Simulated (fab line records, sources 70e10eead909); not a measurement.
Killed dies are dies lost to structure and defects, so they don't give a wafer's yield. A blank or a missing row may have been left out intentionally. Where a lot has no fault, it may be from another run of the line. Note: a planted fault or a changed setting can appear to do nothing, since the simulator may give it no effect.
Chamber matching | flow nand harc | 4 sister chambers for NHARC_A_STAIRCASE_TRIM_196 on rie diel-06
The step chemistry O2, time 211.2 s. 4 wafers are shown with their chamber, then 12 later ones without.

WAFERS, EACH WITH ITS CHAMBER
wafer  | chamber | showerhead plenum p Torr (Torr)
L089.6 | 1       | 3.42
L090.2 | 2       | 3.79
L090.5 | 3       | 3.34
L090.6 | 0       | 3.35

WAFERS WHOSE CHAMBER IS MISSING
wafer  | showerhead plenum p Torr (Torr)
L094.3 | 3.34
L094.4 | 3.34
L094.5 | 3.34
L096.3 | 3.78
L096.5 | 3.33
L096.6 | 3.34
L095.1 | 3.42
L095.2 | 3.33
L095.4 | 3.34
L097.2 | 3.41
L097.5 | 3.41
L097.6 | 3.34

EACH ONE'S CHAMBER
wafer  | from the rows above     | in truth
L094.3 | can't be placed: 3 or 0 | 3
L094.4 | can't be placed: 3 or 0 | 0
L094.5 | can't be placed: 3 or 0 | 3
L096.3 | 2                       | 2
L096.5 | can't be placed: 3 or 0 | 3
L096.6 | can't be placed: 3 or 0 | 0
L095.1 | 1                       | 1
L095.2 | can't be placed: 3 or 0 | 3
L095.4 | can't be placed: 3 or 0 | 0
L097.2 | 1                       | 1
L097.5 | 1                       | 1
L097.6 | can't be placed: 3 or 0 | 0
4 of 12 placed correctly. From these rows, 8 cannot be placed; in 8 the true chamber is one of the candidates. Number placed wrongly: 0.
How it was worked out, from the rows above alone: a wafer's distance from a chamber is the root of the sum, over the readings, of the square of ((its reading less the chamber's mean) divided by the reading's scatter). The wafer belongs to the nearest chamber; if the next one is less than 2 further off, it can't be placed. The mean given for a chamber averages the wafers shown for that chamber. The scatter (one wafer shown for each chamber): square how far every hidden wafer sits from the nearest shown wafer, average those squares and take the square root.
